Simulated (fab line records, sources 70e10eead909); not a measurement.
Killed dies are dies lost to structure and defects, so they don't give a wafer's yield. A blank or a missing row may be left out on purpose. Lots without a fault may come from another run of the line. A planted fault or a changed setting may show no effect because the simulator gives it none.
fab line records | flow nand_harc | part 2 of 2: steps 5 to 6 of 6
record lots=24 wafers=72 last_day=33
route steps=1302 shown A_STAIRCASE@830 A_SLIT@933 A_WL_FILL@957
lots that met no fault: from a run of the same line without faults
start_h: hours from the record's first day to the start of the lot's first wafer shown | wait_h: hours since the lot's step before | " the same as in the row above | L1.1+2: a row that stands for several wafers | - no value, or no start given | * or withheld: withheld | < > ~ a bound
route shown NAME@n: a module of which the file shows steps, and the number in the route of the first | usual: mean/standard deviation of fault-free wafers | same: alike in all rows | chamber/n: place in a boat | sites: the reading at each site | _std_site: their standard deviation | _edge_site: outer sites' mean less inner sites' | radius_mm: how far each site lies from the wafer's centre | mask NAME#n: copy n | behind: the tool/chamber that last shaped the wafer | hold: why the lot was held/for how many hours/how that ended | device: the transistor (n, p or np) that didn't switch | end of line: the same wafers' tests at the end of the route | a step without rows: its recipe alone | killed: dies lost to structure and defects at the first sort, not the wafer's yield | map: a wafer's dies, x killed, . not, _ none there
set.NAME: the setting as run; set.NAME@STEP: as run at that earlier step | model.NAME: the simulator's own value behind a step, which no gauge read
steps of the route over a sample of lots; a table a step, a row a wafer
services: from which hour (start_h, from the record's first day; less than 0 if before it) a tool's chamber was out of use, for how many hours, and why
## steps
# step NHARC_A_WL_FILL_ETCHBACK_05
# recipe target_depth_a=220 time_s=60 temp_c=40 chemistry=Cl2/BCl3
# usual drypump_motor_current_A=6.1/0.5 oes_product_au=0.993/0.011
# same time_s=60
# columns lot.wafer tool chamber start_h wait_h drypump_motor_current_A oes_product_au rf_hours_counter_h
L074.4 rie_metal-02 0 473.86 0.1 6.4 0.987 -
L074.3 " 1 " " 5.9 0.991 -
L074.5 " 1 " " 5.8 0.988 -
L075.3 rie_metal-03 1 481.30 0.1 5.7 0.981 -
L075.4 " 0 " " 5.3 1.017 -
L075.6 " 0 " " 5.3 1.031 -
L076.1 rie_metal-02 0 487.57 0.2 6.4 0.978 0.4
L076.2 " 1 " " 5.8 0.989 0.4
L076.5 " 1 " " 5.8 0.999 -
L077.2 rie_metal-02 0 500.17 0.2 6.5 0.987 0.8
L077.3 " 0 " " 6.4 0.980 -
L077.4 " 1 " " 5.8 0.989 -
L078.1 rie_metal-01 0 500.17 0.2 6.8 0.994 1.5
L078.3 " 0 " " 6.8 0.996 -
L078.6 " 1 " " 6.4 1.006 -
L080.1 rie_metal-01 0 523.22 0.2 6.8 0.984 1.9
L080.2 " 1 " " 6.4 1.010 1.9
L080.4 " 0 " " 6.8 0.980 -
L079.1 rie_metal-01 0 527.92 0.2 6.8 0.988 2.2
L079.4 " 1 " " 6.5 1.010 -
L079.3 " 0 " " 6.8 0.995 -
L081.2 rie_metal-01 1 535.05 0.2 6.4 1.016 2.4
L081.3 " 0 " " 6.8 0.997 -
L081.6 " 0 " " 6.8 0.999 -
L082.2 rie_metal-01 1 548.82 0.2 6.4 1.010 2.6
L082.3 " 1 " " 6.4 1.005 -
L082.5 " 1 " " 6.4 0.993 -
L083.4 rie_metal-03 1 549.15 0.1 5.7 0.991 -
L083.3 " 0 " " 5.3 0.997 -
L083.6 " 0 " " 5.3 1.004 -
L085.2 rie_metal-03 0 566.97 0.2 5.3 1.004 0.7
L085.6 " 0 " " 5.3 0.990 -
L085.5 " 1 " " 5.7 0.984 -
L084.2 rie_metal-01 1 567.09 0.2 6.4 0.993 2.9
L084.3 " 0 " " 6.8 0.982 -
L084.5 " 1 " " 6.4 0.998 -
L087.1 rie_metal-03 0 581.13 0.2 5.3 0.998 1.0
L087.4 " 1 " " 5.7 0.985 -
L087.5 " 1 " " 5.7 0.990 -
L086.1 rie_metal-02 0 581.50 0.4 6.4 0.976 2.7
L086.2 " 0 " " 6.4 0.976 -
L086.6 " 0 " " 6.4 0.975 -
L089.4 rie_metal-03 1 603.46 0.2 5.7 0.963 -
L089.5 " 1 " " 5.7 0.964 -
L089.6 " 0 " " 5.3 0.998 -
L088.2 rie_metal-02 1 603.61 0.2 5.9 0.982 2.1
L088.3 " 1 " " 5.9 0.984 -
L088.6 " 1 " " 5.9 0.981 -
L091.1 rie_metal-02 1 626.86 0.2 5.9 0.995 2.4
L091.5 " 1 " " 5.9 0.982 -
L091.6 " 0 " " 6.4 0.982 -
L090.1 rie_metal-01 1 627.05 0.2 6.4 0.991 0.9
L090.3 " 1 " " 6.4 0.988 -
L090.5 " 1 " " 6.4 0.995 -
L092.2 rie_metal-03 0 651.80 0.2 5.3 0.998 2.3
L092.6 " 0 " " 5.3 1.007 -
L092.5 " 1 " " 5.7 0.993 -
L093.1 rie_metal-02 1 655.65 0.2 5.9 1.005 0.2
L093.2 " 0 " " 6.4 1.003 0.2
L093.5 " 0 " " 6.4 0.990 -
L094.2 rie_metal-02 1 674.92 0.2 5.9 0.995 0.5
L094.5 " 1 " " 5.9 1.009 -
L094.6 " 0 " " 6.4 1.002 -
L095.2 rie_metal-01 1 674.93 0.2 6.4 0.996 1.9
L095.1 " 0 " " 6.7 0.997 1.9
L095.4 " 1 " " 6.4 0.991 -
L097.3 rie_metal-01 1 686.78 0.2 6.5 1.002 -
L097.4 " 0 " " 6.7 1.002 -
L097.5 " 0 " " 6.8 1.000 -
L096.2 rie_metal-03 1 686.85 0.2 5.7 0.972 2.8
L096.4 " 1 " " 5.7 0.988 -
L096.6 " 1 " " 5.7 0.980 -
# step NHARC_A_WL_FILL_ETCHBACK_16
# recipe target_depth_a=1200 time_s=24 c4f8_flow_sccm=withheld o2_flow_sccm=8 ar_flow_sccm=withheld rf_w=600 bias_w=800 chemistry=C4F8/O2/Ar
# usual oes_product_au=0.98/0.03 rf_vpp_V=725/5.1
# same time_s=24
# columns lot.wafer tool chamber start_h wait_h oes_product_au rf_hours_counter_h rf_vpp_V
L074.4 rie_diel-09 1 - - 0.98 4.6 729
L074.3 " 2 " " 1.01 4.7 727
L074.5 " 2 " " 1.00 - 727
L075.3 rie_diel-07 3 - - 1.01 0.6 729
L075.4 " 0 " " 1.02 0.6 730
L075.6 " 2 " " 0.99 - 717
L076.1 rie_diel-03 1 - - 0.98 1.4 732
L076.2 " 2 " " 0.98 1.3 727
L076.5 " 3 " " 1.00 - 726
L077.2 rie_diel-09 2 - - 1.03 0.4 727
L077.3 " 3 " " 1.00 0.5 721
L077.4 " 0 " " 0.96 0.5 718
L078.1 rie_diel-07 0 - - 1.01 1.7 729
L078.3 " 1 " " 0.98 1.7 721
L078.6 " 1 " " 0.98 - 719
L080.4 rie_diel-07 0 - - 0.92 2.4 730
L080.2 " 1 " " 0.92 2.4 720
L080.1 " 2 " " 0.92 2.1 715
L079.3 rie_diel-09 2 - - 1.00 1.2 727
L079.4 " 3 " " 0.98 1.4 720
L079.1 " 1 " " 0.96 1.4 729
L081.2 rie_diel-03 1 - - 0.91 2.1 729
L081.3 " 3 " " 0.93 2.1 726
L081.6 " 2 " " 0.92 - 725
L083.3 rie_diel-09 0 - - 0.98 1.7 717
L083.6 " 2 " " 1.04 - 727
L083.4 " 1 " " 0.98 - 728
L082.2 rie_diel-07 1 - - 0.99 5.1 719
L082.3 " 2 " " 0.98 4.5 716
L082.5 " 0 " " 1.01 - 728
L085.2 rie_diel-03 1 - - 0.97 2.8 729
L085.6 " 0 " " 1.02 - 726
L085.5 " 1 " " 0.98 - 730
L084.2 rie_diel-09 3 - - 1.00 2.5 720
L084.3 " 1 " " 0.98 2.7 728
L084.5 " 3 " " 0.99 - 720
L086.2 rie_diel-07 2 - - 0.98 6.6 714
L086.1 " 0 " " 0.99 6.5 730
L086.6 " 2 " " 0.98 - 717
L087.4 rie_diel-03 0 - - 0.98 3.3 727
L087.1 " 1 " " 0.96 3.4 729
L087.5 " 3 " " 0.97 - 726
L088.2 rie_diel-07 2 - - 0.98 7.6 714
L088.3 " 1 " " 0.98 7.9 719
L088.6 " 2 " " 0.98 - 716
L089.4 rie_diel-09 1 - - 0.96 3.7 728
L089.5 " 2 " " 1.01 - 727
L089.6 " 3 " " 0.99 - 722
L090.1 rie_diel-09 0 - - 0.91 3.6 717
L090.3 " 1 " " 0.90 4.3 729
L090.5 " 0 " " 0.90 - 716
L091.1 rie_diel-09 0 - - 0.95 3.6 717
L091.5 " 0 " " 0.95 - 717
L091.6 " 1 " " 0.95 - 729
L092.2 rie_diel-07 3 - - 0.98 0.1 731
L092.6 " 3 " " 0.98 - 730
L092.5 " 2 " " 1.00 - 716
L093.2 rie_diel-07 3 - - 0.98 0.1 729
L093.1 " 0 " " 1.01 0.1 729
L093.5 " 3 " " 0.97 - 730
L095.1 rie_diel-03 2 - - 0.98 0.9 727
L095.2 " 3 " " 0.98 1.0 725
L095.4 " 1 " " 0.99 0.8 730
L094.2 rie_diel-09 1 - - 0.99 0.0 729
L094.6 " 3 " " 0.97 - 722
L094.5 " 0 " " 0.98 - 716
L096.2 rie_diel-09 3 - - 0.98 0.1 720
L096.4 " 1 " " 0.99 - 730
L096.6 " 3 " " 0.98 - 720
L097.4 rie_diel-03 3 - - 0.95 1.2 726
L097.3 " 2 " " 0.95 1.1 726
L097.5 " 0 " " 0.97 - 725
## services
# columns tool chamber start_h hours kind
rie_diel-10 0 368.82 15.9 repair
rie_diel-01 - 380.96 9.0 pm
rie_diel-02 - 393.71 9.0 pm
rie_metal-01 - 398.00 9.0 pm
rie_diel-10 0 405.13 4.4 repair
rie_metal-02 1 406.42 22.0 repair
rie_diel-10 - 422.96 9.0 pm
rie_diel-01 0 429.08 2.5 repair
rie_metal-02 - 454.00 9.0 pm
rie_diel-10 1 463.91 12.3 repair
rie_diel-10 0 498.78 5.2 repair
rie_diel-02 0 511.33 1.3 repair
rie_metal-03 - 519.00 9.0 pm
rie_diel-10 0 539.17 2.1 repair
rie_diel-02 1 551.20 4.7 repair
rie_metal-01 1 557.90 6.5 repair
rie_diel-01 - 557.96 9.0 pm
rie_diel-02 - 570.74 9.0 pm
rie_metal-02 1 571.41 17.5 repair
rie_metal-01 - 575.00 9.0 pm
rie_diel-10 0 593.91 3.1 repair
rie_metal-02 - 631.00 9.0 pm
rie_diel-01 3 636.36 2.6 repair
rie_diel-01 3 676.46 1.4 repair
